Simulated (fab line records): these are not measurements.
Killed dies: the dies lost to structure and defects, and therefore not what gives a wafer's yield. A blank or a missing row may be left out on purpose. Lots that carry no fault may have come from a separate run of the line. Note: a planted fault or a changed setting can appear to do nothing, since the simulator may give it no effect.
Chamber matching -- flow nand harc -- 4 sister chambers for NHARC_A_SGD_CUT_ETCH_58 on rie diel-08
The step etches the open film in CF4, target depth 39 nm, time 65 s. 4 wafers are shown with their chamber, then 11 later ones without.

== WAFERS PAIRED WITH THEIR CHAMBERS ==
wafer,chamber,drypump motor current A (A)
L674.1,3,5.9
L676.4,1,5.7
L676.5,2,6.3
L679.1,0,5.8

== WAFERS WHOSE CHAMBER IS MISSING ==
wafer,drypump motor current A (A)
L679.3,5.6
L679.4,5.9
L681.2,6.3
L681.3,5.9
L681.4,5.8
L682.1,5.7
L682.2,6.3
L682.5,5.9
L683.1,5.8
L683.4,5.9
L683.6,5.9

== EACH ONE'S CHAMBER ==
wafer,from the rows above,in truth
L679.3,1,1
L679.4,3,3
L681.2,2,2
L681.3,3,3
L681.4,0,0
L682.1,1,1
L682.2,2,2
L682.5,3,3
L683.1,0,0
L683.4,3,3
L683.6,3,3
Correctly placed: 11 of 11. Not placeable from these rows: 0. Placed wrongly: 0.
How it was worked out, from the rows above alone: a wafer's distance from a chamber is the root of the sum, over the readings, of the square of ((its reading less the chamber's mean) divided by the reading's scatter). The wafer belongs to the nearest chamber; if the next one is less than 2 further off, it can't be placed. For every chamber, the mean is computed from those of its wafers that are shown. The scatter: with one shown wafer a chamber, the root of the mean of the squares of how far each hidden wafer lies from its nearest shown one.
